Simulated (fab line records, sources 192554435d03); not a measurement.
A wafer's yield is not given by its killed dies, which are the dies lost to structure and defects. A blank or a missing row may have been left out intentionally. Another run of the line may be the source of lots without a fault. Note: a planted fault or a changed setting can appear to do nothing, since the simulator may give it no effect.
Comparing a struck lot with a sound one | flow n5_finfet | 27 steps out of a route of 1938
Sound: the wafers L723.2, L723.3, L723.5. Struck: wafer L733.5. (L733.2, L733.6 of the same lot were not struck and are left out.) The cause comes at the end.
Per side, at each step with rows, come the tool, then ch with its chambers, and then its first start. Under that, the readings that differ: sound wafers | struck wafers | difference of the means | sigmas: that difference in standard deviations of wafers without a fault.
alike: words and numbers the same on both sides, and readings whose means are apart by under 2 such deviations; not compared: readings that were withheld, readings missing a value for some wafer, numbers with overlapping values and no deviation given by the record, and bounds like >300 which may hide the same value.
Wherever a step has rows on one side only, a row that says differs or no value, or a row with sigmas, the two part there. Non-overlapping numbers with no deviation appear without sigmas and do not part them. Lack of a reading on every wafer of one side parts them only where that side has two or more wafers.

first, 1 step without rows for these wafers: N5_BEOL_M12_PRE_CLEAN_42 (time 30 s).
N5_BEOL_M12_SPUTTER_43: material TaN, target thk 15 nm, time 24.19 s.
  struck on pvd_sputter-02, day 16 15:17; sound on pvd_sputter-02, day 11 19:32
  alike: susceptor_temp_C, throttle_valve_pct
N5_BEOL_M12_SPUTTER_44: material Ta, target thk 10 nm, time 16.13 s.
  struck on pvd_sputter-02, day 16 15:22; sound on pvd_sputter-02, day 11 19:37
  alike: susceptor_temp_C, throttle_valve_pct
N5_BEOL_M12_SPUTTER_45: material Cu, target thk 80 nm, time 13.33 s.
  struck on pvd_sputter-02, day 16 15:26; sound on pvd_sputter-02, day 11 19:41
  alike: susceptor_temp_C, throttle_valve_pct
then, 1 step without rows for these wafers: N5_BEOL_M12_ECD_47 (material Cu, target thk 720 nm).
N5_BEOL_M12_ANNEAL_48: time 90 s.
  sound on rtp_anneal-02 ch 0, day 11 19:59; struck on rtp_anneal-02 ch 0, day 16 15:44
  alike: wafer_temp_C_max
N5_BEOL_M12_CMP_49: polishes, stops on SiOC, t overpolish 20.6 s, target thk 320 nm.
  sound on cmp-02 ch 0,3, day 11 20:15; struck on cmp-03 ch 0, day 16 16:02
  alike: barrier_field_endpoint_s, clearing_platen_rpm, motor_current_A, overpolish_run_s
N5_BEOL_M12_THK_MEAS_50: measures by xrf.
  struck on film_metro-01, day 16 16:17; sound on film_metro-01, day 11 20:32
  alike: M12_THK
then, 2 steps without rows for these wafers: N5_BEOL_M12_PRE_CLEAN_52 (time 15 s); N5_BEOL_M12_DEP_53 (deposits SiCN from 3MS/NH3, target thk 30 nm, time 10.5 s).
N5_BEOL_M12_RS_MEAS_54: a four-point-probe measurement.
  struck on film_metro-02, day 16 16:25; sound on film_metro-02, day 11 20:40
  alike: M12_RS
N5_BEOL_M12_INSPECT_55: inspects for defects (darkfield).
  struck on defect_inspect-02, day 16 16:26; sound on defect_inspect-01, day 11 20:41
  alike: raw_defect_count
N5_BEOL_M13_ILD_DEP_00: deposits SiOC from DEMS/O2, target thk 837.92 nm, time 166.4 s.
  sound on pecvd-01 ch 0,2, day 11 20:44; struck on pecvd-01 ch 2, day 16 16:29
  alike: heater_power_w, showerhead_plenum_p_Torr, susceptor_temp_C, throttle_valve_pct
N5_BEOL_M13_THK_MEAS_01:
  struck on film_metro-02, day 16 16:38; sound on film_metro-02, day 11 20:53
  alike: M13_ILD_THK
then, 8 steps without rows for these wafers: N5_BEOL_M13_COAT_58 (time 60 s, resist thk 89 nm); N5_BEOL_M13_COAT_04 (resist thk 400 nm); N5_BEOL_M13_EBR_06; N5_BEOL_M13_SOFTBAKE_05 (time 60 s); N5_BEOL_M13_EXPOSE_07 (exposes mask V12); N5_BEOL_M13_PEB_08 (peb time 90 s); N5_BEOL_M13_DEVELOP_09 (develop time 45 s); N5_BEOL_M13_HARDBAKE_14 (time 120 s).
N5_BEOL_M13_CD_MEAS_10: the cd target is 190 nm.
  sound on cd_sem-03 ch 0, day 11 21:11; struck on cd_sem-03 ch 0, day 16 16:56
  alike: cd_nm
N5_BEOL_M13_OVL_MEAS_11:
  sound on overlay-02 ch 0, day 11 21:13; struck on overlay-01 ch 0, day 16 16:58
  alike: V12_OVL
N5_BEOL_M13_INSPECT_12: inspects for defects (macro).
  struck on defect_inspect-02, day 16 16:59; sound on defect_inspect-01, day 11 21:14
  reading          | sound | struck | difference | sigmas
  raw_defect_count | 3 2 3 | 235    | +232       | +99 or more
then, 1 step without rows for these wafers: N5_BEOL_M13_DESCUM_15 (chemistry O2, time 7.9 s).
N5_PASSIVATION_PROBE_49:
  struck on prober-02, day 17 22:52; sound on prober-01, day 13 02:58
  reading                  | sound          | struck | difference | sigmas
  defect_limited_yield (%) | 91.5 88.4 90.3 | 85.3   | -4.8       | -3
  killed_at_M4_up          | 11 20 11       | 96     | +82        | +14
  killed_at_contacts       | 20 14 24       | 5      | -14        | -2
  killed_dies              | 100 137 115    | 174    | +57        | +4
  killed_open              | 68 95 80       | 57     | -24        | -2
  sort_bin_5_function (%)  | 5.4 7.3 6.1    | 8.7    | +2.4       | +3
  sort_n_pass              | 1080 1043 1065 | 1006   | -57        | -4
  sort_yield_pct (%)       | 91.5 88.4 90.3 | 85.3   | -4.8       | -3
  alike: killed_at_M0_to_M3, killed_at_front_end, killed_at_other, killed_short, sort_bin_6_memory

WHERE THEY PART
Last at N5_PASSIVATION_PROBE_49 as far as this record goes, first at N5_BEOL_M13_INSPECT_12.

WHY: whatever the simulator had introduced
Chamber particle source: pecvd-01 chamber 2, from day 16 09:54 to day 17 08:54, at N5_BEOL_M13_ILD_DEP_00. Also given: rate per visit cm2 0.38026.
